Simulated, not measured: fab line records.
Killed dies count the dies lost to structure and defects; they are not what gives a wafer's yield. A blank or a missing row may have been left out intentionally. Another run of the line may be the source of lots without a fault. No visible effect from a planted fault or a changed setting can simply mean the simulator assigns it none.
What tool caused it? :: flow n5Finfet :: Sampling: 9 lots, 27 wafers, 4 of 1938 route steps

== WHAT EACH GAUGE READ, for each wafer ==
The record holds no reading of a measuring or inspecting step that can be judged against a usual standard deviation.

== EACH LOT AND THE TOOL THAT RAN IT (in order: tool; ch and the chambers of the sampled wafers; start) ==
lot: L731
N5_PASSIVATION_PASS_ETCH_74: rieDiel-04 ch 0,3, day 13 08:26
N5_PASSIVATION_SPUTTER_20: pvdSputter-03, day 13 09:08
N5_PASSIVATION_ETCH_54: rieDiel-01 ch 2,3, day 13 12:03
N5_PASSIVATION_STRIP_48: rieDiel-01 ch 2,3, day 13 12:20

lot: L732
N5_PASSIVATION_PASS_ETCH_74: rieDiel-06 ch 0,2,3, day 13 20:32
N5_PASSIVATION_SPUTTER_20: pvdSputter-02, day 13 23:57
N5_PASSIVATION_ETCH_54: rieDiel-03 ch 0,1,3, day 14 02:54
N5_PASSIVATION_STRIP_48: rieDiel-03 ch 0,1,3, day 14 03:11

lot: L734
N5_PASSIVATION_PASS_ETCH_74: rieDiel-05 ch 0,1,2, day 13 23:36
N5_PASSIVATION_SPUTTER_20: pvdSputter-02, day 14 00:42
N5_PASSIVATION_ETCH_54: rieDiel-03 ch 0,1,3, day 14 03:39
N5_PASSIVATION_STRIP_48: rieDiel-03 ch 0,1,3, day 14 03:56

lot: L737
N5_PASSIVATION_PASS_ETCH_74: rieDiel-04 ch 1,3, day 14 02:56
N5_PASSIVATION_SPUTTER_20: pvdSputter-03, day 14 04:53
N5_PASSIVATION_ETCH_54: rieDiel-02 ch 0,3, day 14 07:40
N5_PASSIVATION_STRIP_48: rieDiel-02 ch 0,3, day 14 07:58

lot: L746
N5_PASSIVATION_PASS_ETCH_74: rieDiel-05 ch 0,3, day 16 16:55
N5_PASSIVATION_SPUTTER_20: pvdSputter-02, day 16 18:10
N5_PASSIVATION_ETCH_54: rieDiel-03 ch 1,2,3, day 16 21:01
N5_PASSIVATION_STRIP_48: rieDiel-03 ch 1,2,3, day 16 21:18

lot: L747
N5_PASSIVATION_PASS_ETCH_74: rieDiel-06 ch 0,1,3, day 17 22:41
N5_PASSIVATION_SPUTTER_20: pvdSputter-01, day 18 00:01
N5_PASSIVATION_ETCH_54: rieDiel-03 ch 0,2,3, day 18 03:01
N5_PASSIVATION_STRIP_48: rieDiel-03 ch 0,2,3, day 18 03:19

lot: L752
N5_PASSIVATION_PASS_ETCH_74: rieDiel-04 ch 0,1, day 18 05:01
N5_PASSIVATION_SPUTTER_20: pvdSputter-02, day 18 05:56
N5_PASSIVATION_ETCH_54: rieDiel-02 ch 1,2, day 18 08:58
N5_PASSIVATION_STRIP_48: rieDiel-02 ch 1,2, day 18 09:15

lot: L751
N5_PASSIVATION_PASS_ETCH_74: rieDiel-06 ch 1,3, day 19 01:43
N5_PASSIVATION_SPUTTER_20: pvdSputter-03, day 19 02:42
N5_PASSIVATION_ETCH_54: rieDiel-02 ch 1,2,3, day 19 05:37
N5_PASSIVATION_STRIP_48: rieDiel-02 ch 1,2,3, day 19 05:55

lot: L753
N5_PASSIVATION_PASS_ETCH_74: rieDiel-06 ch 2,3, day 19 18:10
N5_PASSIVATION_SPUTTER_20: pvdSputter-03, day 19 19:11
N5_PASSIVATION_ETCH_54: rieDiel-02 ch 1,2, day 19 22:16
N5_PASSIVATION_STRIP_48: rieDiel-02 ch 1,2, day 19 22:33
- N5_PASSIVATION_PASS_ETCH_74: etches SiNx in CF4/O2, target depth 220 nm, time 110 s.
- N5_PASSIVATION_SPUTTER_20: material TaN, target thk 50 nm.
- N5_PASSIVATION_ETCH_54: etches SiO2 in CHF3/O2, target depth 880 nm, time 440 s.
- N5_PASSIVATION_STRIP_48: strips in O2.

== WHAT THE TOOLS THEMSELVES READ (means of the sampled wafers that have a number; where no wafer has one, the mark that the record gives instead) ==
N5_PASSIVATION_PASS_ETCH_74.
lot: L731
tool: rieDiel-04
biasW (W): 48.97
drypumpMotorCurrentA (A): 6.2
oes_ar_750_au (a.u.): 0.73
oes_f_703_au (a.u.): 0.72
oesProductAu (a.u.): 0.73
rfFwdPowerW (W): 531.4
rfVppV (V): 238.7
showerheadPlenumPTorr (Torr): 2.06
throttleValvePct (%): 16.11

lot: L732
tool: rieDiel-06
biasW (W): 49.00
drypumpMotorCurrentA (A): 6.2
oes_ar_750_au (a.u.): 0.82
oes_f_703_au (a.u.): 0.82
oesProductAu (a.u.): 0.83
rfFwdPowerW (W): 533.7
rfVppV (V): 244.1
showerheadPlenumPTorr (Torr): 2.22
throttleValvePct (%): 16.15

lot: L734
tool: rieDiel-05
biasW (W): 49.07
drypumpMotorCurrentA (A): 5.5
oes_ar_750_au (a.u.): 0.72
oes_f_703_au (a.u.): 0.73
oesProductAu (a.u.): 0.72
rfFwdPowerW (W): 531.5
rfVppV (V): 242.5
showerheadPlenumPTorr (Torr): 2.24
throttleValvePct (%): 16.16

lot: L737
tool: rieDiel-04
biasW (W): 49.20
drypumpMotorCurrentA (A): 5.6
oes_ar_750_au (a.u.): 0.74
oes_f_703_au (a.u.): 0.75
oesProductAu (a.u.): 0.75
rfFwdPowerW (W): 534.6
rfVppV (V): 236.5
showerheadPlenumPTorr (Torr): 2.10
throttleValvePct (%): 16.05

lot: L746
tool: rieDiel-05
biasW (W): 49.12
drypumpMotorCurrentA (A): 5.8
oes_ar_750_au (a.u.): 0.81
oes_f_703_au (a.u.): 0.81
oesProductAu (a.u.): 0.80
rfFwdPowerW (W): 531.7
rfVppV (V): 241.0
showerheadPlenumPTorr (Torr): 2.30
throttleValvePct (%): 15.92

lot: L747
tool: rieDiel-06
biasW (W): 49.12
drypumpMotorCurrentA (A): 6.2
oes_ar_750_au (a.u.): 0.75
oes_f_703_au (a.u.): 0.75
oesProductAu (a.u.): 0.75
rfFwdPowerW (W): 530.2
rfVppV (V): 242.9
showerheadPlenumPTorr (Torr): 2.20
throttleValvePct (%): 16.28

lot: L752
tool: rieDiel-04
biasW (W): 48.92
drypumpMotorCurrentA (A): 5.7
oes_ar_750_au (a.u.): 0.70
oes_f_703_au (a.u.): 0.70
oesProductAu (a.u.): 0.71
rfFwdPowerW (W): 530.7
rfVppV (V): 240.1
showerheadPlenumPTorr (Torr): 2.10
throttleValvePct (%): 15.96

lot: L751
tool: rieDiel-06
biasW (W): 48.94
drypumpMotorCurrentA (A): 6.2
oes_ar_750_au (a.u.): 0.75
oes_f_703_au (a.u.): 0.76
oesProductAu (a.u.): 0.75
rfFwdPowerW (W): 532.9
rfVppV (V): 240.4
showerheadPlenumPTorr (Torr): 2.20
throttleValvePct (%): 16.29

lot: L753
tool: rieDiel-06
biasW (W): 49.16
drypumpMotorCurrentA (A): 6.2
oes_ar_750_au (a.u.): 0.78
oes_f_703_au (a.u.): 0.77
oesProductAu (a.u.): 0.78
rfFwdPowerW (W): 533.3
rfVppV (V): 242.4
showerheadPlenumPTorr (Torr): 2.21
throttleValvePct (%): 16.22

N5_PASSIVATION_SPUTTER_20.
lot: L731
tool: pvdSputter-03
substrateTempC (C): 25.00
susceptorTempC (C): 25.09
throttleValvePct (%): 31.2

lot: L732
tool: pvdSputter-02
substrateTempC (C): 25.13
susceptorTempC (C): 24.90
throttleValvePct (%): 30.1

lot: L734
tool: pvdSputter-02
substrateTempC (C): 24.95
susceptorTempC (C): 25.13
throttleValvePct (%): 29.5

lot: L737
tool: pvdSputter-03
substrateTempC (C): 24.99
susceptorTempC (C): 24.92
throttleValvePct (%): 31.4

lot: L746
tool: pvdSputter-02
substrateTempC (C): 24.99
susceptorTempC (C): 25.04
throttleValvePct (%): 30.2

lot: L747
tool: pvdSputter-01
substrateTempC (C): 24.95
susceptorTempC (C): 24.79
throttleValvePct (%): 31.6

lot: L752
tool: pvdSputter-02
substrateTempC (C): 24.98
susceptorTempC (C): 25.02
throttleValvePct (%): 29.9

lot: L751
tool: pvdSputter-03
substrateTempC (C): 25.06
susceptorTempC (C): 24.98
throttleValvePct (%): 30.6

lot: L753
tool: pvdSputter-03
substrateTempC (C): 24.87
susceptorTempC (C): 24.95
throttleValvePct (%): 30.6

N5_PASSIVATION_ETCH_54.
lot: L731
tool: rieDiel-01
biasW (W): 170.3
drypumpMotorCurrentA (A): 5.7
oes_ar_750_au (a.u.): 0.78
oes_f_703_au (a.u.): 0.77
oesProductAu (a.u.): 0.77
rfFwdPowerW (W): 650.2
rfVppV (V): 533
showerheadPlenumPTorr (Torr): 2.42
throttleValvePct (%): 18.79

lot: L732
tool: rieDiel-03
biasW (W): 169.8
drypumpMotorCurrentA (A): 5.6
oes_ar_750_au (a.u.): 0.87
oes_f_703_au (a.u.): 0.87
oesProductAu (a.u.): 0.88
rfFwdPowerW (W): 649.5
rfVppV (V): 522
showerheadPlenumPTorr (Torr): 2.48
throttleValvePct (%): 18.62

lot: L734
tool: rieDiel-03
biasW (W): 170.3
drypumpMotorCurrentA (A): 5.6
oes_ar_750_au (a.u.): 0.87
oes_f_703_au (a.u.): 0.87
oesProductAu (a.u.): 0.86
rfFwdPowerW (W): 650.7
rfVppV (V): 522
showerheadPlenumPTorr (Torr): 2.48
throttleValvePct (%): 18.61

lot: L737
tool: rieDiel-02
biasW (W): 170.1
drypumpMotorCurrentA (A): 5.8
oes_ar_750_au (a.u.): 0.89
oes_f_703_au (a.u.): 0.89
oesProductAu (a.u.): 0.89
rfFwdPowerW (W): 648.9
rfVppV (V): 527
showerheadPlenumPTorr (Torr): 2.42
throttleValvePct (%): 18.90

lot: L746
tool: rieDiel-03
biasW (W): 169.9
drypumpMotorCurrentA (A): 6.0
oes_ar_750_au (a.u.): 0.93
oes_f_703_au (a.u.): 1.04
oesProductAu (a.u.): 0.83
rfFwdPowerW (W): 804.0
rfVppV (V): 467
showerheadPlenumPTorr (Torr): 2.50
throttleValvePct (%): 18.72

lot: L747
tool: rieDiel-03
biasW (W): 169.8
drypumpMotorCurrentA (A): 5.9
oes_ar_750_au (a.u.): 0.92
oes_f_703_au (a.u.): 1.02
oesProductAu (a.u.): 0.83
rfFwdPowerW (W): 804.5
rfVppV (V): 467
showerheadPlenumPTorr (Torr): 2.47
throttleValvePct (%): 18.75

lot: L752
tool: rieDiel-02
biasW (W): 170.0
drypumpMotorCurrentA (A): 6.3
oes_ar_750_au (a.u.): 0.82
oes_f_703_au (a.u.): 0.81
oesProductAu (a.u.): 0.82
rfFwdPowerW (W): 649.4
rfVppV (V): 529
showerheadPlenumPTorr (Torr): 2.40
throttleValvePct (%): 18.69

lot: L751
tool: rieDiel-02
biasW (W): 170.2
drypumpMotorCurrentA (A): 6.4
oes_ar_750_au (a.u.): 0.82
oes_f_703_au (a.u.): 0.82
oesProductAu (a.u.): 0.82
rfFwdPowerW (W): 649.2
rfVppV (V): 524
showerheadPlenumPTorr (Torr): 2.40
throttleValvePct (%): 18.75

lot: L753
tool: rieDiel-02
biasW (W): 169.5
drypumpMotorCurrentA (A): 6.2
oes_ar_750_au (a.u.): 0.80
oes_f_703_au (a.u.): 0.81
oesProductAu (a.u.): 0.81
rfFwdPowerW (W): 649.8
rfVppV (V): 527
showerheadPlenumPTorr (Torr): 2.40
throttleValvePct (%): 18.71

N5_PASSIVATION_STRIP_48.
lot: L731
tool: rieDiel-01
drypumpMotorCurrentA (A): 5.7
o2FlowSccm (sccm): 224.9
oesProductAu (a.u.): 0.76
rfVppV (V): 2.7
showerheadPlenumPTorr (Torr): 2.11
throttleValvePct (%): 16.62

lot: L732
tool: rieDiel-03
drypumpMotorCurrentA (A): 5.6
o2FlowSccm (sccm): 224.7
oesProductAu (a.u.): 0.87
rfVppV (V): 2.7
showerheadPlenumPTorr (Torr): 2.15
throttleValvePct (%): 16.45

lot: L734
tool: rieDiel-03
drypumpMotorCurrentA (A): 5.6
o2FlowSccm (sccm): 225.4
oesProductAu (a.u.): 0.87
rfVppV (V): 3.7
showerheadPlenumPTorr (Torr): 2.16
throttleValvePct (%): 16.44

lot: L737
tool: rieDiel-02
drypumpMotorCurrentA (A): 5.8
o2FlowSccm (sccm): 225.6
oesProductAu (a.u.): 0.89
rfVppV (V): 2.3
showerheadPlenumPTorr (Torr): 2.11
throttleValvePct (%): 16.72

lot: L746
tool: rieDiel-03
drypumpMotorCurrentA (A): 6.0
o2FlowSccm (sccm): 225.3
oesProductAu (a.u.): 0.84
rfVppV (V): 1.3
showerheadPlenumPTorr (Torr): 2.17
throttleValvePct (%): 16.56

lot: L747
tool: rieDiel-03
drypumpMotorCurrentA (A): 5.9
o2FlowSccm (sccm): 224.4
oesProductAu (a.u.): 0.83
rfVppV (V): 2.7
showerheadPlenumPTorr (Torr): 2.14
throttleValvePct (%): 16.58

lot: L752
tool: rieDiel-02
drypumpMotorCurrentA (A): 6.2
o2FlowSccm (sccm): 225.2
oesProductAu (a.u.): 0.81
rfVppV (V): 4.2
showerheadPlenumPTorr (Torr): 2.09
throttleValvePct (%): 16.57

lot: L751
tool: rieDiel-02
drypumpMotorCurrentA (A): 6.4
o2FlowSccm (sccm): 224.9
oesProductAu (a.u.): 0.82
rfVppV (V): 2.4
showerheadPlenumPTorr (Torr): 2.09
throttleValvePct (%): 16.60

lot: L753
tool: rieDiel-02
drypumpMotorCurrentA (A): 6.2
o2FlowSccm (sccm): 225.4
oesProductAu (a.u.): 0.81
rfVppV (V): 1.4
showerheadPlenumPTorr (Torr): 2.08
throttleValvePct (%): 16.60

== THE ANSWER, worked out from the rows above alone ==
Rule: what is usual is taken from the lots themselves. The widest of any qualifying gaps counts: lots, ordered by their means at a reading, are off when they make up no more than a third of the lots, leave a main group of 4 or more, and stand apart from it by 3 or more times the standard deviation of that group's means. A main group whose means are all the same, to the digits that the tables above print for the reading, isn't used. Also off: a lot with no number at a reading for which 4 or more lots have one. Where the step has rows for the other lots, those lots are counted as sound. After the gauges, taken in route order, come the tools' own readings; for these a lot's mean is taken, as printed above. At the first step where some lot is off, the reading lying furthest off is the one used; lots without a number count as furthest.
Off, at N5_PASSIVATION_ETCH_54 on rfFwdPowerW: L746, L747. The main group: mean 649.7 W, standard deviation 0.57.
If a tool, at that step or one of the process steps before it, ran each lot that is off and ran no sound lot following the first of them, it fits. One candidate fits, namely rieDiel-03 at N5_PASSIVATION_ETCH_54. A fault onset in the window from L734 (day 14 03:39, its last sound lot) to L746 (day 16 21:01, its first lot off) fits.
The tool's own readings at N5_PASSIVATION_ETCH_54 bear it out: on the lots that are off they differ by more than 5 times the standard deviation of the sound lots' means. rfFwdPowerW reads 804.2 W there against 649.7 W on the sound lots; rfVppV reads 467 V there against 526 V on the sound lots.

== WHAT THE SIMULATOR HAD INSERTED ==
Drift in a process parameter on rieDiel-03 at N5_PASSIVATION_ETCH_54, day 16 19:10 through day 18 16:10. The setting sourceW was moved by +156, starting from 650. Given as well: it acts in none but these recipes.
Shown lots that were struck: L746, L747. Same finding as the rule above.
